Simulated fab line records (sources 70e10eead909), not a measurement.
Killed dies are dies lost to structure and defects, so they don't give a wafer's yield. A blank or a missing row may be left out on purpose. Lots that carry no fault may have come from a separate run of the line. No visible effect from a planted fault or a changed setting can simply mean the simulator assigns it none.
fab line records ; flow nandHarc ; part 2 of 2: steps 5 to 6 of 6
record lots=24; wafers=72; lastDay=33
route steps=1302 shown A_CONTACT@1103 A_BLC@1121 A_BONDPAD@1219
lots that met no fault: from a run of the same line without faults
startH: hours from the record's first day to the start of the lot's first wafer shown ; waitH: time in hours since the lot's previous step ; " same as the row above ; L1.1+2: a row that stands for several wafers ; - value missing, or start not given ; * or withheld: withheld ; < > ~ a bound
route shown NAME@n: names a module that has steps shown in the file, with the first one's number in the route ; usual: mean/standard deviation of fault-free wafers ; same: alike in all rows ; chamber/n: place in a boat ; sites: each site's reading ; _std_site: standard deviation of those values ; _edge_site: mean of outer sites minus mean of inner sites ; radiusMm: for every site, how far away it sits from the centre of the wafer ; mask NAME#n: copy n ; behind: the most recent tool/chamber to have shaped the wafer ; hold: what put the lot on hold/how long, in hours/how the hold closed ; device: whichever transistor did not switch (one of n, p or np) ; end of line: tests run on the same wafers once the route is complete ; for a step that has no rows: nothing shown but its recipe ; killed: dies that structure and defects cost at the first sort, which is not the same as the wafer's yield ; map: per-die view of a wafer (x killed, . not killed, _ where there is no die)
set.NAME: the setting as run; set.NAME@STEP: as run at that earlier step ; model.NAME: the simulator's own value behind a step, which no gauge read
steps of the route over a sample of lots; a table a step, a row a wafer
services: a tool's chamber out of use, with start hour (startH, from the record's first day; less than 0 if before it), hours out, and reason
## steps
# step NHARC_A_BONDPAD_ETCH_34
# recipe targetDepthA=600; overetchA=180; timeS=65.91; ionEnergyEv=200; n2FlowSccm=150; h2FlowSccm=150; arFlowSccm=0; rfW=400; biasW=150; chemistry=N2/H2
# usual drypumpMotorCurrentA=5.8/0.36; n2FlowSccm=150.0/0.47; oesProductAu=1.000/0.0066; rfVppV=431/3.2; showerheadPlenumPTorr=2.06/0.11; throttleValvePct=14.172/0.01
lot.wafer;tool;chamber;startH;waitH;drypumpMotorCurrentA;n2FlowSccm;oesProductAu;rfHoursCounterH;rfVppV;showerheadPlenumPTorr;throttleValvePct
L075.4;rieDiel-11;1;527.73;0.1;5.5;150.6;0.997;2;433;2.17;14.168
L075.3;rieDiel-11;3;527.73;0.1;5.2;149.9;0.994;2;433;2.19;14.164
L075.5;rieDiel-11;1;527.73;0.1;5.5;150.0;0.999;-;434;2.17;14.164
L074.4;rieDiel-10;2;543.55;0.1;5.8;150.1;0.996;21;431;2.07;14.183
L074.3;rieDiel-10;3;543.55;0.1;6.4;150.0;0.995;18;432;2.05;14.162
L074.6;rieDiel-10;2;543.55;0.1;5.8;150.7;1.004;-;432;2.07;14.160
L077.4;rieDiel-10;2;554.50;0.1;5.8;150.2;1.002;22;431;2.07;14.184
L077.1;rieDiel-10;0;554.50;0.1;5.7;150.3;1.009;20;434;2.14;14.161
L077.6;rieDiel-10;2;554.50;0.1;5.8;149.4;1.009;-;431;2.07;14.173
L078.1;rieDiel-10;2;561.58;0.1;5.8;149.5;0.996;23;430;2.07;14.187
L078.6;rieDiel-10;1;561.58;0.1;6.2;149.3;0.995;-;426;1.88;14.175
L078.5;rieDiel-10;2;561.58;0.1;5.8;149.0;1.006;-;433;2.07;14.172
L079.2;rieDiel-04;3;561.75;0.1;6.2;150.0;0.994;5;432;2.05;14.166
L079.1;rieDiel-04;1;561.75;0.1;5.8;150.5;1.000;7;429;1.98;14.163
L079.6;rieDiel-04;1;561.75;0.1;5.8;150.6;1.002;-;429;1.98;14.185
L076.2;rieDiel-11;1;566.01;0.1;5.5;150.7;1.007;4;434;2.17;14.161
L076.1;rieDiel-11;2;566.01;0.1;5.7;149.9;0.996;3;426;1.93;14.154
L076.4;rieDiel-11;3;566.01;0.1;5.2;150.2;0.999;3;433;2.19;14.177
L080.1;rieDiel-11;0;582.64;0.1;5.9;150.3;0.991;4;429;1.93;14.183
L080.4;rieDiel-11;2;582.64;0.1;5.7;149.7;0.993;3;428;1.93;14.178
L080.5;rieDiel-11;0;582.64;0.1;5.9;150.0;0.994;-;427;1.93;14.169
L082.1;rieDiel-11;1;612.92;0.1;5.5;150.8;0.988;5;434;2.16;14.189
L082.4;rieDiel-11;2;612.92;0.1;5.7;148.8;1.007;4;427;1.93;14.185
L082.2;rieDiel-11;3;612.92;0.1;5.2;151.0;0.989;4;435;2.19;14.163
L081.2;rieDiel-11;2;616.63;0.1;5.7;150.3;1.005;5;427;1.93;14.160
L081.3;rieDiel-11;3;616.63;0.1;5.2;150.0;0.991;5;434;2.19;14.173
L081.6;rieDiel-11;0;616.63;0.1;5.9;149.8;0.999;-;427;1.93;14.185
L083.3;rieDiel-10;2;625.63;0.2;5.8;150.1;0.995;3;430;2.06;14.152
L083.6;rieDiel-10;3;625.63;0.2;6.4;150.4;1.000;-;430;2.04;14.164
L083.5;rieDiel-10;0;625.63;0.2;5.7;149.9;1.004;-;434;2.14;14.173
L084.4;rieDiel-11;2;651.14;0.1;5.7;149.7;1.010;1;425;1.93;14.160
L084.6;rieDiel-11;2;651.14;0.1;5.7;149.2;1.010;-;427;1.93;14.190
L084.5;rieDiel-11;3;651.14;0.1;5.2;149.5;1.009;-;435;2.19;14.162
L086.3;rieDiel-10;0;654.03;0.1;5.7;150.1;1.007;9;435;2.14;14.156
L086.6;rieDiel-10;1;654.03;0.1;6.2;149.7;0.999;-;435;2.22;14.174
L086.5;rieDiel-10;2;654.03;0.1;5.8;150.2;0.986;-;431;2.06;14.172
L085.1;rieDiel-10;3;656.86;0.1;6.4;150.6;0.990;10;431;2.04;14.171
L085.3;rieDiel-10;1;656.86;0.1;6.2;149.7;0.989;8;435;2.22;14.162
L085.5;rieDiel-10;3;656.86;0.1;6.4;149.9;0.999;-;431;2.04;14.160
L087.2;rieDiel-10;2;658.64;0.1;5.8;149.0;0.995;10;430;2.06;14.178
L087.1;rieDiel-10;0;658.64;0.1;5.7;150.3;1.007;9;433;2.14;14.174
L087.5;rieDiel-10;2;658.64;0.1;5.8;149.0;0.993;-;431;2.06;14.187
L088.3;rieDiel-10;0;664.80;0.1;5.7;149.8;1.004;9;434;2.14;14.177
L088.4;rieDiel-10;1;664.80;0.1;6.2;150.4;0.991;9;436;2.21;14.160
L088.6;rieDiel-10;3;664.80;0.1;6.4;149.6;1.004;-;430;2.04;14.179
L089.3;rieDiel-11;2;666.11;0.1;5.7;150.3;1.003;1;426;1.93;14.156
L089.1;rieDiel-11;0;666.11;0.1;6.0;149.6;1.000;1;426;1.93;14.166
L089.6;rieDiel-11;1;666.11;0.1;5.4;150.2;0.993;-;435;2.16;14.160
L091.3;rieDiel-11;2;704.42;0.1;5.7;149.6;1.014;2;427;1.93;14.180
L091.5;rieDiel-11;2;704.42;0.1;5.7;150.5;1.008;-;428;1.93;14.167
L091.6;rieDiel-11;3;704.42;0.1;5.2;150.7;0.998;-;435;2.19;14.185
L090.3;rieDiel-11;2;708.86;0.1;5.7;149.6;1.005;2;428;1.93;14.177
L090.4;rieDiel-11;3;708.86;0.1;5.2;150.0;0.998;1;434;2.19;14.187
L090.5;rieDiel-11;2;708.86;0.1;5.7;150.2;1.008;-;428;1.93;14.163
L092.1;rieDiel-10;2;711.02;0.1;5.8;150.0;1.001;18;430;2.06;14.169
L092.3;rieDiel-10;0;711.02;0.1;5.7;149.8;1.000;18;433;2.13;14.180
L092.6;rieDiel-10;2;711.02;0.1;5.8;150.5;0.999;-;430;2.06;14.181
L093.2;rieDiel-11;1;727.30;0.1;5.5;150.7;1.006;2;433;2.16;14.180
L093.1;rieDiel-11;3;727.30;0.1;5.2;150.9;1.010;2;435;2.19;14.165
L093.6;rieDiel-11;0;727.30;0.1;5.9;150.9;1.008;-;427;1.93;14.167
L095.4;rieDiel-04;3;734.36;0.1;6.1;150.2;1.011;4;431;2.03;14.161
L095.2;rieDiel-04;0;734.36;0.1;5.6;150.6;0.996;4;428;1.93;14.166
L095.3;rieDiel-04;2;734.36;0.1;5.1;150.3;1.016;6;426;1.89;14.179
L094.2;rieDiel-10;1;734.89;0.1;6.2;149.4;1.000;22;435;2.21;14.167
L094.3;rieDiel-10;2;734.89;0.1;5.8;149.5;0.992;21;430;2.06;14.171
L094.6;rieDiel-10;1;734.89;0.1;6.2;149.5;0.993;-;435;2.21;14.166
L096.1;rieDiel-11;2;745.69;0.1;5.7;149.7;1.007;2;428;1.93;14.179
L096.2;rieDiel-11;3;745.69;0.1;5.2;150.2;0.997;2;436;2.19;14.167
L096.3;rieDiel-11;1;745.69;0.1;5.4;150.0;1.002;2;434;2.16;14.182
L097.1;rieDiel-11;0;764.61;0.1;6.0;150.5;1.004;3;426;1.93;14.164
L097.6;rieDiel-11;0;764.61;0.1;5.9;150.1;1.000;-;428;1.93;14.162
L097.5;rieDiel-11;3;764.61;0.1;5.2;149.8;0.997;-;435;2.19;14.180
# step NHARC_A_BONDPAD_CD_MEAS_13
# usual cdNm=500.0/1.7
lot.wafer;tool;chamber;startH;waitH;cdNm
L075.3;cdSem-03;-;527.96;-;497.7
L075.4;cdSem-03;-;527.96;-;499.1
L075.5;cdSem-03;-;527.96;-;499.4
L074.3;cdSem-03;-;543.78;-;500.1
L074.4;cdSem-03;-;543.78;-;498.8
L074.6;cdSem-03;-;543.78;-;501.1
L077.1;cdSem-03;-;554.72;-;498.3
L077.4;cdSem-03;-;554.72;-;499.5
L077.6;cdSem-03;-;554.72;-;498.6
L078.1;cdSem-01;-;561.81;-;499.3
L078.5;cdSem-01;-;561.81;-;497.7
L078.6;cdSem-01;-;561.81;-;496.7
L079.1;cdSem-03;-;562.01;-;498.8
L079.2;cdSem-03;-;562.01;-;501.3
L079.6;cdSem-03;-;562.01;-;501.1
L076.1;cdSem-03;-;566.24;-;501.7
L076.2;cdSem-03;-;566.24;-;501.0
L076.4;cdSem-03;-;566.24;-;499.6
L080.1;cdSem-01;-;582.87;-;498.5
L080.4;cdSem-01;-;582.87;-;502.2
L080.5;cdSem-01;-;582.87;-;499.0
L082.1;cdSem-01;-;613.15;-;503.0
L082.2;cdSem-01;-;613.15;-;500.7
L082.4;cdSem-01;-;613.15;-;500.7
L081.2;cdSem-02;-;616.85;-;501.2
L081.3;cdSem-02;-;616.85;-;499.8
L081.6;cdSem-02;-;616.85;-;501.3
L083.3;cdSem-01;-;625.84;-;499.9
L083.5;cdSem-01;-;625.84;-;499.0
L083.6;cdSem-01;-;625.84;-;501.7
L084.4;cdSem-01;-;651.38;-;499.3
L084.5;cdSem-01;-;651.38;-;498.5
L084.6;cdSem-01;-;651.38;-;500.0
L086.3;cdSem-03;-;654.25;-;498.9
L086.5;cdSem-03;-;654.25;-;500.9
L086.6;cdSem-03;-;654.25;-;499.8
L085.1;cdSem-01;-;657.09;-;502.8
L085.3;cdSem-01;-;657.09;-;501.3
L085.5;cdSem-01;-;657.09;-;502.1
L087.1;cdSem-03;-;658.87;-;503.5
L087.2;cdSem-03;-;658.87;-;498.8
L087.5;cdSem-03;-;658.87;-;500.6
L088.3;cdSem-01;-;665.02;-;502.3
L088.4;cdSem-01;-;665.02;-;500.5
L088.6;cdSem-01;-;665.02;-;500.6
L089.1;cdSem-03;-;666.33;-;499.7
L089.3;cdSem-03;-;666.33;-;500.1
L089.6;cdSem-03;-;666.33;-;500.1
L091.3;cdSem-01;-;704.66;-;500.1
L091.5;cdSem-01;-;704.66;-;500.1
L091.6;cdSem-01;-;704.66;-;500.9
L090.3;cdSem-03;-;709.09;-;500.7
L090.4;cdSem-03;-;709.09;-;501.4
L090.5;cdSem-03;-;709.09;-;502.7
L092.1;cdSem-02;-;711.25;-;499.5
L092.3;cdSem-02;-;711.25;-;499.2
L092.6;cdSem-02;-;711.25;-;497.3
L093.1;cdSem-01;-;727.53;-;497.7
L093.2;cdSem-01;-;727.53;-;494.5
L093.6;cdSem-01;-;727.53;-;494.2
L095.2;cdSem-03;-;734.60;-;501.0
L095.3;cdSem-03;-;734.60;-;498.7
L095.4;cdSem-03;-;734.60;-;498.4
L094.2;cdSem-01;-;735.12;-;498.6
L094.3;cdSem-01;-;735.12;-;498.9
L094.6;cdSem-01;-;735.12;-;499.3
L096.1;cdSem-01;-;745.92;-;502.0
L096.2;cdSem-01;-;745.92;-;503.9
L096.3;cdSem-01;-;745.92;-;500.4
L097.1;cdSem-03;-;764.87;-;498.7
L097.5;cdSem-03;-;764.87;-;499.3
L097.6;cdSem-03;-;764.87;-;499.5
## services
tool;chamber;startH;hours;kind
rieDiel-10;2;491.88;3.8;repair
rieDiel-10;0;493.47;8.1;repair
rieDiel-13;3;500.81;2.5;repair
rieDiel-10;3;502.36;6.0;repair
rieDiel-13;0;502.74;1.3;repair
rieDiel-13;-;519.00;9.0;pm
cmp-03;-;537.10;3.3;repair
cmp-03;-;555.02;4.0;pm
rieDiel-10;3;587.41;6.6;repair
rieDiel-10;-;596.68;9.0;pm
rieDiel-13;1;603.92;5.6;repair
rieDiel-11;-;619.05;9.0;pm
pvdSputter-02;-;638.00;10.0;pm
rieDiel-10;3;648.01;3.5;repair
cmp-03;-;653.05;4.0;pm
rieDiel-06;-;661.59;9.0;pm
rieDiel-10;-;661.80;0.6;repair
rieDiel-11;3;668.51;6.2;repair
rieDiel-11;0;676.86;7.8;repair
rieDiel-11;1;685.87;15.6;repair
rieDiel-11;2;712.76;12.1;repair
rieDiel-13;2;743.59;5.4;repair
cmp-03;-;751.05;4.0;pm
rieDiel-11;2;759.58;8.9;repair
